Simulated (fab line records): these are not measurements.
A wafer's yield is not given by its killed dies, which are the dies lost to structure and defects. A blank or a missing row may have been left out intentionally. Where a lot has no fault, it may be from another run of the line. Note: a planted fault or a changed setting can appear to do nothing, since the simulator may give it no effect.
Lot-split experiment + flow n5-finfet + route with 1938 steps; 7 lots, 21 wafers read

## ON THE SPLIT
At N5_PASSIVATION_EXPOSE_41 (exposes mask PASS OPEN, defocus 0 nm, target cd 40000 nm), the setting dose-mj was moved away from the recipe's 57.25 on 10 of the 21 wafers read, by -5.6% to +6.8%. All remaining wafers had this setting at the recipe value.

## FROM THE SPLIT TO THE READING: what the file shows between them, 3 steps
- N5_PASSIVATION_PEB_42
- N5_PASSIVATION_DEVELOP_43: develop time 60 s
- N5_PASSIVATION_HARDBAKE_45: time 120 s

## THE READING
Shown in nm: cd-nm at N5_PASSIVATION_CD_MEAS_44, with target cd 40000 nm. A value of 40000 nm with a standard deviation of 2.6 nm is what fault-free wafers of this fab line usually give.

| wafer  | tool, chamber at the split | dose-mj as run | against the recipe | cd-nm, nm | against lot-mates on the recipe |
|--------|----------------------------|----------------|--------------------|-----------|---------------------------------|
| L077.1 | krf-scanner-02, 0          | 57.25          | recipe             | 40002     | -                               |
| L077.4 | krf-scanner-02, 0          | 57.25          | recipe             | 39999     | -                               |
| L077.5 | krf-scanner-02, 0          | 57.25          | recipe             | 39999     | -                               |
| L081.1 | krf-scanner-01, 0          | 57.25          | recipe             | 40001     | -                               |
| L081.2 | krf-scanner-01, 0          | 57.25          | recipe             | 40007     | -                               |
| L081.3 | krf-scanner-01, 0          | 57.25          | recipe             | 40007     | -                               |
| L083.1 | krf-scanner-02, 0          | 54.04          | -5.6%              | 39979     | no lot-mate on the recipe       |
| L083.3 | krf-scanner-02, 0          | 54.04          | -5.6%              | 39982     | no lot-mate on the recipe       |
| L083.4 | krf-scanner-02, 0          | 54.04          | -5.6%              | 39979     | no lot-mate on the recipe       |
| L085.1 | krf-scanner-02, 0          | 55.56          | -3.0%              | 39989     | -13                             |
| L085.3 | krf-scanner-02, 0          | 57.25          | recipe             | 40002     | -                               |
| L085.4 | krf-scanner-02, 0          | 57.25          | recipe             | 40002     | -                               |
| L096.1 | krf-scanner-02, 0          | 60.26          | +5.3%              | 40021     | no lot-mate on the recipe       |
| L096.2 | krf-scanner-02, 0          | 60.26          | +5.3%              | 40021     | no lot-mate on the recipe       |
| L096.5 | krf-scanner-02, 0          | 60.26          | +5.3%              | 40017     | no lot-mate on the recipe       |
| L097.3 | krf-scanner-02, 0          | 61.11          | +6.7%              | 40026     | +24                             |
| L097.5 | krf-scanner-02, 0          | 57.25          | recipe             | 40003     | -                               |
| L097.6 | krf-scanner-02, 0          | 57.25          | recipe             | 40000     | -                               |
| L095.1 | krf-scanner-02, 0          | 61.16          | +6.8%              | 40023     | +20                             |
| L095.5 | krf-scanner-02, 0          | 57.25          | recipe             | 40003     | -                               |
| L095.6 | krf-scanner-02, 0          | 61.16          | +6.8%              | 40025     | +22                             |

FIT RESULTS
A straight line over all 21 wafers: cd-nm changes by +3.57 nm for each +1% of dose-mj; r = +0.99; the points scatter about the line by 2.5 nm.
The same after taking each lot's own level away (the mean of its wafers on the recipe; 15 wafers): +3.37 nm for each +1%; r = +0.98; scatter 2.1 nm.
The reading moves by 23 nm for the largest change in dose-mj, on that fit.
Across the lots, their own levels run from 40000.0 to 40005.0 nm, a range of 1.9 times the standard deviation given above.
Hence the lot-to-lot level has little effect on the slope; both slopes agree.
Check: for one of the wafers moved furthest among these (+6.8%), held out of the fit, the line's prediction against its lot-mates is +23.9 nm. It came out at +20 nm against them.

## OTHER SPLITS ON THESE WAFERS
These wafers also went through other splits before the reading. Each is held against what the fit with the lots' levels taken away leaves over:
| other split on the same wafers    | wafers away from the commonest value | r with cd-nm (lot level and that fit taken away) |
|-----------------------------------|--------------------------------------|--------------------------------------------------|
| N5_BEOL_M14_DEP_53 time-s         | 10                                   | +0.28                                            |
| N5_BEOL_M15_COAT_04 spin-rpm      | 7                                    | -0.26                                            |
| N5_BEOL_M15_CMP_49 down-force-psi | 2                                    | +0.05                                            |
| N5_MIM_BOT_SPUTTER_00 power-w     | 8                                    | +0.30                                            |
| N5_PASSIVATION_VIA_ETCH_13 bias-w | 9                                    | +0.24                                            |

## FILE'S OWN FIT
cd-nm changes by +3.44 nm for each +1% of dose-mj, r = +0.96.
